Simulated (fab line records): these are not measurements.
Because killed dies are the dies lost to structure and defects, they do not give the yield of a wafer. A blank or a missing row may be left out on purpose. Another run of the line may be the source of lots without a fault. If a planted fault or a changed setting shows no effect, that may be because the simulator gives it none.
Matching of chambers -- flow nandHarc -- rieDiel-04 running NHARC_P_M1_STRIP_18: 4 sister chambers
The step strips in N2/H2. 4 wafers are shown with their chamber, then 7 later ones without.

## WAFERS PAIRED WITH THEIR CHAMBERS
wafer,chamber,oesProductAu (a.u.)
L081.5,2,0.992
L083.5,1,1.006
L084.1,3,1.009
L084.3,0,0.987

## WAFERS WITH NO CHAMBER GIVEN
wafer,oesProductAu (a.u.)
L084.5,1.012
L091.1,1.000
L091.4,0.991
L091.5,0.998
L094.4,0.969
L094.5,0.987
L094.6,0.994

## THE CHAMBER EACH PASSED THROUGH
wafer,from the rows above,in truth
L084.5,can't be placed: 3 or 1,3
L091.1,can't be placed: 1 or 2 or 3 or 0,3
L091.4,can't be placed: 2 or 0 or 1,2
L091.5,can't be placed: 2 or 1 or 3 or 0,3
L094.4,can't be placed: 0 or 2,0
L094.5,can't be placed: 0 or 2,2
L094.6,can't be placed: 2 or 0 or 1 or 3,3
0 of 7 placed correctly. These rows do not allow placing 7 (true chamber among the candidates in 7). Placed wrongly: 0.
How it was worked out, from the rows above alone: a wafer's distance from a chamber is the root of the sum, over the readings, of the square of ((its reading less the chamber's mean) divided by the reading's scatter). If the next closest chamber is less than 2 further off than the closest, the wafer can't be placed; otherwise it belongs to the closest. For every chamber, the mean is computed from those of its wafers that are shown. The scatter: root of mean squared gap, hidden wafer to nearest shown wafer, with one shown wafer a chamber.
